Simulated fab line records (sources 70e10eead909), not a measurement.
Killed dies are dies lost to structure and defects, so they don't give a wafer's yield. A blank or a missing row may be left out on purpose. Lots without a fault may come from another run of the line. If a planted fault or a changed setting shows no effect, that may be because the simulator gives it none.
fab line records	flow nand-harc
[record] lots = 6	wafers = 18	last-day = 33
route steps=1302 shown A_BONDPAD@1215
lots that met no fault: taken from a fault-free run of the same line
start-h: the number of hours between the record's first day and the start of the first shown wafer of the lot	wait-h: hours from the lot's prior step to this one	" repeats the value in the row above	L1.1+2: a row that stands for several wafers	- no value, or no start was given	* or withheld: withheld	< > ~ a bound
route shown NAME@n: a module of which the file shows steps, and the number in the route of the first	usual: average and standard deviation across the fault-free wafers	same: alike in all rows	chamber/n: place in a boat	sites: readings site by site	_std_site: standard deviation of those values	_edge_site: inner sites' mean taken away from outer sites' mean	radius-mm: how far each site lies from the wafer's centre	mask NAME#n: copy n	behind: the last tool/chamber to shape the wafer	hold: reason for holding the lot/hours on hold/outcome of the hold	device: transistor that didn't switch, given as n, p or np	end of line: tests run on the same wafers once the route is complete	step lacking rows: just its recipe	killed: dies lost to structure and defects at the first sort, not the wafer's yield	map: the dies of a wafer, with x for killed, . for not killed, _ for no die there
set.NAME: setting as actually run; set.NAME@STEP: the setting as run at that earlier step	model.NAME: the simulator's own value behind a step, which no gauge read
a table for each step, a row for each wafer; lots at some steps of the route
services: a tool's chamber out of use, with start hour (start-h, from the record's first day; less than 0 if before it), hours out, and reason
[[steps]]
[step NHARC_A_BONDPAD_CD_MEAS_09]
[recipe] target-cd-nm = 500	landing-energy-ev = 500
[usual] cd-nm = 500.0/2.1
lot.wafer	tool	chamber	start-h	wait-h	cd-nm
L766.2	cd-sem-03	0	542.88	-	497.4
L766.4	"	0	"	"	497.9
L766.5	"	0	"	"	496.7
L778.2	cd-sem-02	0	654.87	-	502.8
L778.4	"	0	"	"	499.9
L778.6	"	0	"	"	497.7
L779.2	cd-sem-02	0	658.66	-	499.2
L779.3	"	0	"	"	498.4
L779.4	"	0	"	"	500.5
L784.3	cd-sem-01	0	711.20	-	501.8
L784.5	"	0	"	"	502.2
L784.6	"	0	"	"	500.1
L786.1	cd-sem-01	0	731.65	-	498.0
L786.4	"	0	"	"	499.4
L786.6	"	0	"	"	500.9
L788.1	cd-sem-02	0	748.98	-	500.4
L788.4	"	0	"	"	498.0
L788.6	"	0	"	"	504.0
[step NHARC_A_BONDPAD_OVL_MEAS_35]
[usual] overlay-x-nm = -1/5.8	overlay-y-nm = -2/5.9
lot.wafer	tool	chamber	start-h	wait-h	overlay-x-nm	overlay-y-nm
L766.2	overlay-02	-	542.97	-	0	-9
L766.4	"	-	"	"	0	-9
L766.5	"	-	"	"	1	-8
L778.2	overlay-01	-	654.95	-	-3	4
L778.4	"	-	"	"	-3	5
L778.6	"	-	"	"	-3	4
L779.2	overlay-02	-	658.75	-	-9	-7
L779.3	"	-	"	"	-9	-7
L779.4	"	-	"	"	-9	-8
L784.3	overlay-02	-	711.29	-	5	2
L784.5	"	-	"	"	4	2
L784.6	"	-	"	"	4	3
L786.1	overlay-02	-	731.73	-	-6	2
L786.4	"	-	"	"	-7	2
L786.6	"	-	"	"	-7	2
L788.1	overlay-02	-	749.07	-	3	-2
L788.4	"	-	"	"	3	-2
L788.6	"	-	"	"	3	-2
[step NHARC_A_BONDPAD_HARDBAKE_10]
[recipe] temp-c = 118	time-s = 65
[step NHARC_A_BONDPAD_DESCUM_11]
[recipe] time-s = 3	o2-flow-sccm = 200	ar-flow-sccm = 0	bias-power-w = 0	chemistry = O2
[step NHARC_A_BONDPAD_ETCH_34]
[recipe] target-depth-a = 600	overetch-a = 180	time-s = 65.91	ion-energy-ev = 200	n2-flow-sccm = 150	h2-flow-sccm = 150	ar-flow-sccm = 0	rf-w = 400	bias-w = 150	chemistry = N2/H2
[usual] drypump-motor-current-A = 5.7/0.33	oes-product-au = 1.005/0.0094	rf-vpp-V = 430.7/2.8	showerhead-plenum-p-Torr = 2.05/0.099	throttle-valve-pct = 14.172/0.009
lot.wafer	tool	chamber	start-h	wait-h	drypump-motor-current-A	oes-product-au	rf-hours-counter-h	rf-vpp-V	showerhead-plenum-p-Torr	throttle-valve-pct
L766.4	rie-diel-05	3	543.18	0.1	5.8	1.010	4	430.8	2.09	14.180
L766.2	"	0	"	"	5.5	1.007	3	427.2	1.91	14.176
L766.5	"	0	"	"	5.5	1.001	-	428.3	1.91	14.164
L778.4	rie-diel-05	0	655.16	0.1	5.5	1.004	1	427.8	1.91	14.167
L778.2	"	2	"	"	5.5	1.007	1	435.3	2.18	14.172
L778.6	"	0	"	"	5.5	0.994	-	426.6	1.91	14.175
L779.2	rie-diel-05	3	658.97	0.1	5.8	1.018	1	431.9	2.09	14.166
L779.4	"	0	"	"	5.5	0.995	1	426.8	1.91	14.168
L779.3	"	1	"	"	5.7	1.008	2	430.0	2.00	14.177
L784.3	rie-diel-05	1	711.50	0.1	5.7	1.011	3	429.7	2.00	14.179
L784.6	"	0	"	"	5.5	0.995	-	427.8	1.91	14.167
L784.5	"	1	"	"	5.7	1.004	-	429.6	2.00	14.169
L786.1	rie-diel-02	1	731.94	0.1	6.6	1.009	45	425.8	1.88	14.176
L786.4	"	3	"	"	6.7	1.007	48	427.8	2.00	14.168
L786.6	"	1	"	"	6.6	1.009	-	425.2	1.88	14.182
L788.4	rie-diel-05	2	749.28	0.1	5.5	0.993	5	433.6	2.18	14.175
L788.1	"	1	"	"	5.7	1.000	4	430.5	2.00	14.167
L788.6	"	2	"	"	5.5	1.002	-	433.9	2.18	14.172
[step NHARC_A_BONDPAD_ETCH_12]
[recipe] target-depth-a = 2200	time-s = 110	chf3-flow-sccm = 50	o2-flow-sccm = 10	ar-flow-sccm = 200	rf-w = 500	bias-w = 200	chemistry = CHF3/O2
[usual] drypump-motor-current-A = 5.7/0.35	oes-product-au = 0.947/0.026	rf-vpp-V = 370.7/2.4	showerhead-plenum-p-Torr = 2.40/0.11	throttle-valve-pct = 20.573/0.0092
lot.wafer	tool	chamber	start-h	wait-h	drypump-motor-current-A	oes-product-au	rf-hours-counter-h	rf-vpp-V	showerhead-plenum-p-Torr	throttle-valve-pct
L766.2	rie-diel-05	1	-	-	5.7	0.947	4	369.3	2.36	20.560
L766.4	"	3	"	"	5.8	0.970	4	372.1	2.46	20.575
L766.5	"	0	"	"	5.5	0.944	-	369.4	2.26	20.587
L778.4	rie-diel-05	1	-	-	5.7	0.936	2	369.7	2.36	20.593
L778.2	"	3	"	"	5.8	0.937	1	373.3	2.46	20.575
L778.6	"	1	"	"	5.7	0.927	-	370.1	2.36	20.564
L779.4	rie-diel-05	1	-	-	5.7	0.945	2	369.1	2.36	20.579
L779.2	"	2	"	"	5.5	0.938	2	372.9	2.56	20.568
L779.3	"	3	"	"	5.8	0.942	1	372.2	2.46	20.577
L784.3	rie-diel-05	2	-	-	5.5	0.975	3	373.2	2.56	20.567
L784.6	"	0	"	"	5.5	0.983	-	366.8	2.26	20.563
L784.5	"	1	"	"	5.7	0.995	-	370.5	2.35	20.587
L786.1	rie-diel-02	2	-	-	6.0	0.905	43	372.4	2.50	20.583
L786.4	"	0	"	"	6.6	0.934	49	374.4	2.53	20.561
L786.6	"	2	"	"	6.0	0.925	-	373.7	2.50	20.566
L788.4	rie-diel-05	2	-	-	5.6	0.926	5	372.4	2.56	20.585
L788.1	"	0	"	"	5.5	0.916	5	367.5	2.26	20.576
L788.6	"	3	"	"	5.8	0.934	-	369.7	2.46	20.557
[step NHARC_A_BONDPAD_CD_MEAS_13]
[usual] cd-nm = 498.8/2.4
lot.wafer	tool	chamber	start-h	wait-h	cd-nm
L766.2	cd-sem-01	-	543.41	-	496.0
L766.4	"	-	"	"	496.3
L766.5	"	-	"	"	495.3
L778.2	cd-sem-03	-	655.39	-	501.6
L778.4	"	-	"	"	498.5
L778.6	"	-	"	"	496.1
L779.2	cd-sem-01	-	659.20	-	498.5
L779.3	"	-	"	"	496.3
L779.4	"	-	"	"	497.6
L784.3	cd-sem-03	-	711.73	-	499.9
L784.5	"	-	"	"	501.0
L784.6	"	-	"	"	500.5
L786.1	cd-sem-03	-	732.18	-	495.3
L786.4	"	-	"	"	500.3
L786.6	"	-	"	"	498.9
L788.1	cd-sem-01	-	749.50	-	498.7
L788.4	"	-	"	"	495.1
L788.6	"	-	"	"	503.0
[step NHARC_A_BONDPAD_STRIP_15]
[recipe] o2-flow-sccm = 500	ar-flow-sccm = 0	bias-w = 0	chemistry = O2
[usual] drypump-motor-current-A = 5.8/0.45	oes-product-au = 1.003/0.011	rf-vpp-V = 57.8/0.84	showerhead-plenum-p-Torr = 3.52/0.14	throttle-valve-pct = 17.036/0.0095
lot.wafer	tool	chamber	start-h	wait-h	drypump-motor-current-A	oes-product-au	rf-hours-counter-h	rf-vpp-V	showerhead-plenum-p-Torr	throttle-valve-pct
L766.4	rie-diel-05	0	543.50	0.1	5.5	1.008	4	55.9	3.32	17.034
L766.2	"	1	"	"	5.8	0.999	4	58.1	3.46	17.028
L766.5	"	0	"	"	5.5	1.016	-	57.6	3.32	17.035
L778.2	rie-diel-05	2	655.47	0.1	5.5	1.005	2	58.9	3.75	17.021
L778.4	"	3	"	"	5.8	1.017	1	58.2	3.61	17.043
L778.6	"	2	"	"	5.6	1.021	-	58.5	3.75	17.041
L779.3	rie-diel-07	3	659.29	0.1	5.4	1.014	0	58.5	3.51	17.036
L779.2	"	0	"	"	5.8	0.981	0	57.8	3.42	17.027
L779.4	"	1	"	"	5.0	0.991	0	57.9	3.43	17.043
L784.3	rie-diel-05	3	711.85	0.1	5.8	1.020	4	58.1	3.61	17.038
L784.5	"	0	"	"	5.5	1.008	-	57.3	3.32	17.041
L784.6	"	1	"	"	5.7	1.006	-	57.1	3.46	17.034
L786.4	rie-diel-05	0	732.25	0.1	5.5	1.007	4	54.7	3.32	17.026
L786.1	"	3	"	"	5.8	1.004	4	59.1	3.60	17.047
L786.6	"	0	"	"	5.5	1.003	-	57.2	3.32	17.018
L788.1	rie-diel-02	2	749.58	0.1	6.0	1.003	45	59.0	3.66	17.041
L788.4	"	3	"	"	6.7	1.008	50	58.1	3.46	17.035
L788.6	"	2	"	"	6.0	1.000	-	58.8	3.66	17.043
[step NHARC_A_BONDPAD_ETCH_24]
[recipe] target-depth-a = 300	over-etch-frac = 0.3	time-s = 72.99	ion-energy-ev = 150	cf4-flow-sccm = 50	n2-flow-sccm = 100	ar-flow-sccm = 150	rf-w = 300	bias-w = 100	chemistry = CF4/N2
[step NHARC_A_BONDPAD_STRIP_16]
[recipe] time-s = 600	temp-c = 30	chemistry = post-etch-residue-remover
[step NHARC_A_BONDPAD_DEGAS_25]
[recipe] temp-c = 300	time-s = 60
[usual] heater-power-w = 464/41
lot.wafer	tool	chamber	start-h	wait-h	heater-power-w
L766.4	pvd-sputter-03	-	544.03	-	393
L766.2	"	-	"	"	424
L766.5	"	-	"	"	391
L778.2	pvd-sputter-03	-	656.01	-	448
L778.4	"	-	"	"	483
L778.6	"	-	"	"	447
L779.4	pvd-sputter-03	-	659.82	-	471
L779.2	"	-	"	"	429
L779.3	"	-	"	"	401
L784.3	pvd-sputter-01	-	712.38	-	422
L784.5	"	-	"	"	485
L784.6	"	-	"	"	442
L786.1	pvd-sputter-02	-	732.81	-	456
L786.4	"	-	"	"	499
L786.6	"	-	"	"	492
L788.4	pvd-sputter-01	-	750.14	-	437
L788.1	"	-	"	"	519
L788.6	"	-	"	"	424
[step NHARC_A_BONDPAD_PRE_CLEAN_26]
[recipe] time-s = 30	temp-c = 280	gas = H2/He
[step NHARC_A_BONDPAD_PVD_17]
[recipe] target-thk-a = 50	bias-v = 168.6	power-w = 15000	chamber-pressure-pa = 0.12	time-s = 8.06	substrate-temp-c = 50	material = TaN
[usual] bias-v = 168.6/1.7	cathode-dc-power-W = 15000/2.7	throttle-valve-pct = 29.7/1.5
lot.wafer	tool	chamber	start-h	wait-h	bias-v	cathode-dc-power-W	throttle-valve-pct
L766.2	pvd-sputter-03	-	544.16	-	168.9	14998	29.8
L766.4	"	-	"	"	166.9	14998	29.0
L766.5	"	-	"	"	167.4	14999	29.9
L778.4	pvd-sputter-03	-	656.14	-	-	-	-
L778.2	"	-	"	"	-	-	-
L778.6	"	-	"	"	-	-	-
L779.2	pvd-sputter-03	-	659.93	-	-	-	-
L779.3	"	-	"	"	-	-	-
L779.4	"	-	"	"	-	-	-
L784.3	pvd-sputter-01	-	712.52	-	167.0	14998	30.1
L784.6	"	-	"	"	169.7	14997	27.8
L784.5	"	-	"	"	168.8	15001	30.0
L786.4	pvd-sputter-02	-	732.94	-	170.6	15001	30.7
L786.1	"	-	"	"	169.5	15005	29.8
L786.6	"	-	"	"	168.4	15000	30.1
L788.4	pvd-sputter-01	-	750.27	-	169.2	15004	30.1
L788.1	"	-	"	"	166.8	14999	28.9
L788.6	"	-	"	"	167.9	14995	30.0
[step NHARC_A_BONDPAD_PVD_27]
[recipe] target-thk-a = 300	chamber-pressure-pa = 5	power-w = 5000	substrate-temp-c = 30	time-s = 20.49	material = Cu
[usual] cathode-dc-power-W = 5000.0/0.99	chamber-pressure-pa = 4.999/0.0095	throttle-valve-pct = 29.8/1.4
lot.wafer	tool	chamber	start-h	wait-h	cathode-dc-power-W	chamber-pressure-pa	throttle-valve-pct
L766.2	pvd-sputter-03	-	-	-	5000.6	4.997	30.1
L766.4	"	-	"	"	5000.5	4.995	31.5
L766.5	"	-	"	"	5000.5	4.985	28.8
L778.4	pvd-sputter-03	-	-	-	5000.7	5.018	29.8
L778.2	"	-	"	"	4998.3	5.010	31.6
L778.6	"	-	"	"	5000.3	4.990	32.3
L779.2	pvd-sputter-03	-	-	-	5000.3	4.991	31.4
L779.3	"	-	"	"	4999.7	4.999	28.9
L779.4	"	-	"	"	5000.4	4.981	32.4
L784.3	pvd-sputter-01	-	-	-	4999.0	5.009	30.4
L784.6	"	-	"	"	4998.6	5.011	28.8
L784.5	"	-	"	"	5000.8	5.007	30.0
L786.4	pvd-sputter-02	-	-	-	5000.3	4.991	30.3
L786.1	"	-	"	"	5000.0	4.985	27.3
L786.6	"	-	"	"	5000.0	4.990	30.5
L788.4	pvd-sputter-01	-	-	-	5000.0	5.005	27.8
L788.1	"	-	"	"	5002.0	5.005	29.9
L788.6	"	-	"	"	5000.5	5.005	28.1
[[services]]
tool	chamber	start-h	hours	kind
pvd-sputter-03	-	526.00	10.0	pm
rie-diel-05	0	538.23	-	clean
rie-diel-05	1	538.23	-	clean
rie-diel-05	2	538.23	-	clean
rie-diel-05	3	538.23	-	clean
rie-diel-05	0	562.73	-	clean
rie-diel-05	1	562.73	-	clean
rie-diel-05	2	562.73	-	clean
rie-diel-02	-	573.48	9.0	pm
pvd-sputter-01	-	582.00	10.0	pm
rie-diel-05	-	583.73	9.0	pm
pvd-sputter-02	-	638.03	10.0	pm
pvd-sputter-01	-	645.71	4.6	repair
rie-diel-07	-	648.20	9.0	pm
rie-diel-05	1	687.90	3.7	repair
rie-diel-02	0	695.20	2.5	repair
rie-diel-02	2	695.88	4.6	repair
pvd-sputter-01	-	698.62	2.1	repair
pvd-sputter-02	-	699.18	7.9	repair
pvd-sputter-01	-	703.64	3.8	repair
pvd-sputter-03	-	704.08	10.0	pm
pvd-sputter-01	-	713.71	1.1	repair
rie-diel-02	-	732.53	4.9	repair
pvd-sputter-03	-	736.97	1.4	repair
[[key]]
[first-sign] step = NHARC_A_BONDPAD_PVD_17	reading = tool-record	direction = missing
effect none on later readings
met-at NHARC_A_BONDPAD_PVD_17
struck-wafers L778.2,L778.4,L778.6,L779.2,L779.3,L779.4
later-rows-left-out L778.2,L778.4,L778.6,L779.2,L779.3,L779.4
sort-left-out L778.2,L778.4,L778.6,L779.2,L779.3,L779.4
onset-between 544.16 656.14
[fault] kind = skipped-step-whole	tool = pvd-sputter-03	chamber = -	onset-h = 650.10	steps = NHARC_A_BONDPAD_PVD_17	scope = struck-lots-only
// sort-left-out: the simulated sort isn't trusted on such a fault, so these wafers' sort isn't shown, and their yield isn't known
// later-rows-left-out: the simulator's readings of these wafers behind a module that went badly wrong aren't trusted and aren't shown, but for the sort
